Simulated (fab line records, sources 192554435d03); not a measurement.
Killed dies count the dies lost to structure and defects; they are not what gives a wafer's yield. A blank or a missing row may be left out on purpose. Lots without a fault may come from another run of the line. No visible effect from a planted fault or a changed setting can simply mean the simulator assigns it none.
Chamber matching    flow n5 finfet    N5_BEOL_M2_PRE_CLEAN_60 on cvd co-02: 3 sister chambers
The step time 15 s. 14 wafers are shown with their chamber, then 7 later ones without.

== WAFERS PAIRED WITH THEIR CHAMBERS ==
wafer   chamber  heater power w (W)
L594.2  2        68
L594.3  0        83
L594.6  2        64
L596.1  1        85
L596.4  1        85
L596.5  2        66
L601.2  0        80
L601.3  2        66
L601.5  2        68
L605.2  2        66
L605.3  1        85
L605.6  1        85
L609.2  0        82
L609.4  1        88

SIGNATURES, as means of the wafers listed above
reading         chamber 0  chamber 1  chamber 2  scatter within a chamber
heater power w  81.67      85.60      66.33      1.45
Rule: for each reading, subtract the chamber's mean from the wafer's reading, divide by that reading's scatter and square the result; add these up over the readings and take the root, which gives the wafer's distance from the chamber. The wafer belongs to the nearest chamber; if the next one is less than 2 further off, it can't be placed. The scatter: take each reading less its chamber's mean, square it, sum over the shown wafers, divide by the number of wafers less the number of chambers, and take the root.

== WAFERS WHOSE CHAMBER IS MISSING ==
wafer   heater power w (W)
L609.5  83
L614.1  67
L614.2  88
L614.3  83
L617.1  68
L617.5  87
L617.6  66

== CHAMBER TAKEN BY EACH ==
wafer   from the rows above      in truth
L609.5  can't be placed: 0 or 1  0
L614.1  2                        2
L614.2  1                        1
L614.3  can't be placed: 0 or 1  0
L617.1  2                        2
L617.5  1                        1
L617.6  2                        2
5 of 7 placed correctly. From these rows, 2 cannot be placed; in 2 the true chamber is one of the candidates. 0 placed wrongly.
